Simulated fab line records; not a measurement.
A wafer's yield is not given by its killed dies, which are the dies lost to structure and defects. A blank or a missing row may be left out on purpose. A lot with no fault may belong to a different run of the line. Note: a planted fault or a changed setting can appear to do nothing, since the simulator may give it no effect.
Split-lot study ; flow n5Finfet ; 39 wafers read from 7 lots, route of 1938 steps

THE SPLIT ITSELF
At N5_GATE_CUT_ETCH_37 (etches SOC in N2/H2, target depth 60 nm, overetch 12 nm, time 90 s), the setting biasW was moved away from the recipe's 150 W on 15 of the 39 wafers read, by -15.3% to +15.7%. For the rest of the wafers, this setting stayed at what the recipe calls for.

The reading comes from the split's own step.

THE READING
rfVppV, in V, at N5_GATE_CUT_ETCH_37 (etches SOC in N2/H2, target depth 60 nm, overetch 12 nm, time 90 s). Fault-free wafers of this fab line usually give 524.8 V, standard deviation 2.6 V.

wafer;tool, chamber at the split;biasW as run, W;against the recipe;rfVppV, V;against lot-mates on the recipe
L074.2;rieDiel-06, 2;150;recipe;525.0;-
L074.4;rieDiel-06, 1;150;recipe;523.9;-
L074.6;rieDiel-06, 2;150;recipe;525.2;-
L079.1;rieDiel-06, 0;150;recipe;523.7;-
L079.2;rieDiel-06, 1;150;recipe;525.7;-
L079.3;rieDiel-06, 3;150;recipe;529.7;-
L079.4;rieDiel-06, 1;150;recipe;524.9;-
L079.5;rieDiel-06, 0;150;recipe;522.3;-
L079.6;rieDiel-06, 3;150;recipe;528.6;-
L083.1;rieDiel-02, 1;150;recipe;527.9;-
L083.2;rieDiel-02, 0;150;recipe;527.7;-
L083.3;rieDiel-02, 1;150;recipe;528.2;-
L083.4;rieDiel-02, 0;171.2;+14.1%;573.4;+45.5
L083.5;rieDiel-02, 0;171.2;+14.1%;575.6;+47.7
L083.6;rieDiel-02, 1;171.2;+14.1%;572.1;+44.2
L085.1;rieDiel-06, 1;139.5;-7.0%;501.9;-23.3
L085.2;rieDiel-06, 0;139.5;-7.0%;499.4;-25.8
L085.3;rieDiel-06, 2;150;recipe;525.5;-
L085.4;rieDiel-06, 3;139.5;-7.0%;504.0;-21.2
L085.5;rieDiel-06, 3;150;recipe;528.4;-
L085.6;rieDiel-06, 0;150;recipe;521.8;-
L087.1;rieDiel-06, 1;150;recipe;527.2;-
L087.2;rieDiel-06, 0;160.5;+7.0%;545.4;+19.0
L087.3;rieDiel-06, 2;150;recipe;524.7;-
L087.4;rieDiel-06, 3;160.5;+7.0%;550.8;+24.4
L087.5;rieDiel-06, 3;150;recipe;527.4;-
L087.6;rieDiel-06, 0;160.5;+7.0%;545.3;+18.9
L088.1;rieDiel-03, 3;150;recipe;522.4;-
L088.2;rieDiel-03, 2;173.5;+15.7%;571.0;+46.1
L088.3;rieDiel-03, 0;173.5;+15.7%;573.0;+48.1
L088.4;rieDiel-03, 1;150;recipe;526.2;-
L088.5;rieDiel-03, 2;173.5;+15.7%;572.5;+47.6
L088.6;rieDiel-03, 1;150;recipe;526.1;-
L094.1;rieDiel-03, 2;150;recipe;521.9;-
L094.2;rieDiel-03, 1;150;recipe;525.9;-
L094.3;rieDiel-03, 3;127.1;-15.3%;470.6;-52.8
L094.4;rieDiel-03, 0;127.1;-15.3%;471.3;-52.1
L094.5;rieDiel-03, 1;127.1;-15.3%;473.5;-49.9
L094.6;rieDiel-03, 2;150;recipe;522.3;-

THE FIT
A straight line over all 39 wafers: rfVppV changes by +3.3 V for each +1% of biasW; r = +0.99; the points scatter about the line by 2.7 V.
The same after taking each lot's own level away (the mean of its wafers on the recipe; 39 wafers): +3.21 V for each +1%; r = +1.00; scatter 2.2 V.
Per that fit: largest biasW move, reading shift of 50 V.
Across the lots, their own levels run from 523.37 to 527.93 V, a range of 1.8 times the standard deviation given above.
Hence the lot-to-lot level has little effect on the slope; both slopes agree.
Check: +50.2 V against its lot-mates is what the line predicts for one of the wafers moved furthest among these (+15.7%) when that wafer is left out of the fit. Against them it came out at +46.1 V.
Tool readings at the split's step, against how far the setting was moved: rfVppV r = +0.99.

ADDITIONAL SPLITS CARRIED BY THESE WAFERS
These wafers also went through other splits before the reading. Each is held against what the fit with the lots' levels taken away leaves over:
other split on the same wafers;wafers away from the commonest value;r with rfVppV (lot level and that fit taken away)
N5_FIN_SAQP_HM_DEP_03 targetThkA;15;-0.11
N5_DUMMY_GATE_ETCH_31 targetDepthA;9;-0.14
N5_SD_EPI_N_SD_RECESS_17 timeS;15;-0.19
N5_HKMG_FIN_ETCH_35 timeS;15;-0.04

THE WHOLE CHAIN: every reading that the file lists as answering this split, in the file's order
step;what it does;reading;change (the file's fit);r (the file's)
N5_GATE_CUT_ETCH_37;etches SOC in N2/H2, target depth 60 nm, overetch 12 nm, time 90 s;rfVppV;+3.2 V for each +1% of the setting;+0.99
N5_GATE_CUT_ETCH_37;etches SOC in N2/H2, target depth 60 nm, overetch 12 nm, time 90 s;SiARC_of_GATE_CUT_COAT_35.thkNm (the simulator's own value, which no gauge read);-0.0511 nm for each +1% of the setting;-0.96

FILE'S OWN FIT
rfVppV changes by +3.2 V for each +1% of biasW, r = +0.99.
